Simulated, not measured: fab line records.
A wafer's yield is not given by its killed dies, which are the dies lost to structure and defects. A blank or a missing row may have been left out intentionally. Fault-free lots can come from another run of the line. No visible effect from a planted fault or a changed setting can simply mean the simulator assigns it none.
Check for tools in common	flow nand_harc	11 lots, 33 wafers sampled

WHY IT WAS OPENED
On 2 of the 11 lots, a flag is raised at NHARC_END_SORT_01 on the reading killed_at_array. Fault-free wafers read 52, with a standard deviation of 16.
Rule: a lot gets a flag if all its wafers with a number sit over 4 standard deviations from that mean, or if no wafer of it has a number. As for the other lots, they are considered sound.

lot	measured	on	killed_at_array, wafer by wafer	flag
L550	day 25 18:40	prober-02	45 31 42	
L551	day 26 03:20	prober-02	60 55 48	
L554	day 27 10:14	prober-01	674 673 670	FLAGGED
L556	day 28 12:40	prober-01	672 670 674	FLAGGED
L562	day 30 12:15	prober-02	64 59 47	
L564	day 31 22:51	prober-02	58 44 54	
L563	day 32 01:20	prober-01	47 55 44	
L568	day 32 17:29	prober-01	44 47 51	
L567	day 33 02:05	prober-01	52 62 72	
L569	day 33 05:46	prober-02	55 65 68	
L566	day 33 09:09	prober-01	35 53 42	
The numbers of the flagged lots are 672 on average: +620 against the usual, or +39 standard deviations.

TOOL THAT RAN EACH LOT
The record holds 3 process steps before the reading, out of a route of 1302 steps. Read each cell as the tool, then ch plus the chambers that the sampled wafers visited, then the start.
lot	flag	NHARC_A_CHANNEL_HOLE_D2_ETCH_38	NHARC_A_CHANNEL_HOLE_D2_ETCH_34	NHARC_A_CHANNEL_HOLE_D2_ETCH_19
L550		rie_diel-02 ch 1,2,3, day 14 06:13	rie_diel-02 ch 1,3, day 14 07:14 or earlier	har_etch-02 ch 0,1, day 14 07:19
L551		rie_diel-05 ch 2,3, day 14 06:31	rie_diel-05 ch 0,1, day 14 07:32 or earlier	har_etch-01 ch 0,1, day 14 07:37
L554	FLAGGED	rie_diel-02 ch 0,2,3, day 16 11:05	rie_diel-02 ch 0,2,3, day 16 12:07 or earlier	har_etch-01 ch 0,1, day 16 14:25
L556	FLAGGED	rie_diel-07 ch 1,3, day 17 00:11	rie_diel-07 ch 0,2,3, day 17 01:14 or earlier	har_etch-01 ch 0,1, day 17 01:18
L562		rie_diel-02 ch 0,2,3, day 19 17:49	rie_diel-02 ch 0,1,2, day 19 18:50 or earlier	har_etch-01 ch 0,1, day 19 21:14
L564		rie_diel-07 ch 0,1,3, day 20 10:21	rie_diel-07 ch 0,1,3, day 20 11:22 or earlier	har_etch-02 ch 0,1, day 20 11:56
L563		rie_diel-05 ch 0,3, day 20 12:23	rie_diel-05 ch 0,1,3, day 20 13:25 or earlier	har_etch-01 ch 0,1, day 20 13:46
L568		rie_diel-02 ch 0,1, day 21 17:05	rie_diel-02 ch 0,2, day 21 18:05 or earlier	har_etch-01 ch 0,1, day 21 18:10
L567		rie_diel-05 ch 0,1, day 21 20:56	rie_diel-05 ch 0,1, day 21 21:58 or earlier	har_etch-01 ch 0,1, day 21 22:20
L569		rie_diel-02 ch 0,1,2, day 22 04:41	rie_diel-02 ch 0,2,3, day 22 05:42 or earlier	har_etch-02 ch 0,1, day 22 08:02
L566		rie_diel-02 ch 1,2,3, day 22 02:58	rie_diel-02 ch 1,2,3, day 22 03:59 or earlier	har_etch-01 ch 0,1, day 22 06:40
These steps, and what they do:
- NHARC_A_CHANNEL_HOLE_D2_ETCH_38: etches the open film in CF4, target depth 39 nm, time 65 s.
- NHARC_A_CHANNEL_HOLE_D2_ETCH_34: etches the open film in CF4/CHF3, target depth 154 nm, time 77 s.
- NHARC_A_CHANNEL_HOLE_D2_ETCH_19: etches the open film in C4F8/O2/Ar, time 34.5 s.
- NHARC_END_SORT_01

FLAGGED AGAINST TOTAL, ONE TOOL AT A TIME (gauges that did the reading follow at the end)
step	tool	lots run	flagged	share of the flagged lots	sound lots run after its first flagged lot
NHARC_A_CHANNEL_HOLE_D2_ETCH_38	rie_diel-02	6	1	some	4 (L562,L568,L566,L569)
NHARC_A_CHANNEL_HOLE_D2_ETCH_38	rie_diel-05	3	0	none	-
NHARC_A_CHANNEL_HOLE_D2_ETCH_38	rie_diel-07	2	1	some	1 (L564)
NHARC_A_CHANNEL_HOLE_D2_ETCH_34	rie_diel-02	6	1	some	4 (L562,L568,L566,L569)
NHARC_A_CHANNEL_HOLE_D2_ETCH_34	rie_diel-05	3	0	none	-
NHARC_A_CHANNEL_HOLE_D2_ETCH_34	rie_diel-07	2	1	some	1 (L564)
NHARC_A_CHANNEL_HOLE_D2_ETCH_19	har_etch-01	8	2	all	5 (L562,L563,L568,L567,L566)
NHARC_A_CHANNEL_HOLE_D2_ETCH_19	har_etch-02	3	0	none	-
NHARC_END_SORT_01	prober-01	6	2	all	4 (L563,L568,L567,L566)
NHARC_END_SORT_01	prober-02	5	0	none	-
NHARC_A_CHANNEL_HOLE_D2_ETCH_34: start missing for some lots; hours and lot order therefore follow NHARC_A_CHANNEL_HOLE_D2_CD_MEAS_18.

WHAT THE TABLE PERMITS
Every flagged lot went through 2 rows of the table: har_etch-01 at NHARC_A_CHANNEL_HOLE_D2_ETCH_19 and prober-01 at NHARC_END_SORT_01.
- har_etch-01 at NHARC_A_CHANNEL_HOLE_D2_ETCH_19 ran 8 lots, 2 of them flagged. After the first flagged lot (L562, L563, L568, L567, L566), sound lots still ran on it; a lasting fault on the whole tool would not permit that.
- prober-01 at NHARC_END_SORT_01 ran 6 lots, 2 of them flagged. After the first flagged lot (L563, L568, L567, L566), sound lots still ran on it; a lasting fault on the whole tool would not permit that.
Not one row of the table ran every flagged lot while running no sound lot after the first.

WHAT HAD BEEN PUT IN BY THE SIMULATOR
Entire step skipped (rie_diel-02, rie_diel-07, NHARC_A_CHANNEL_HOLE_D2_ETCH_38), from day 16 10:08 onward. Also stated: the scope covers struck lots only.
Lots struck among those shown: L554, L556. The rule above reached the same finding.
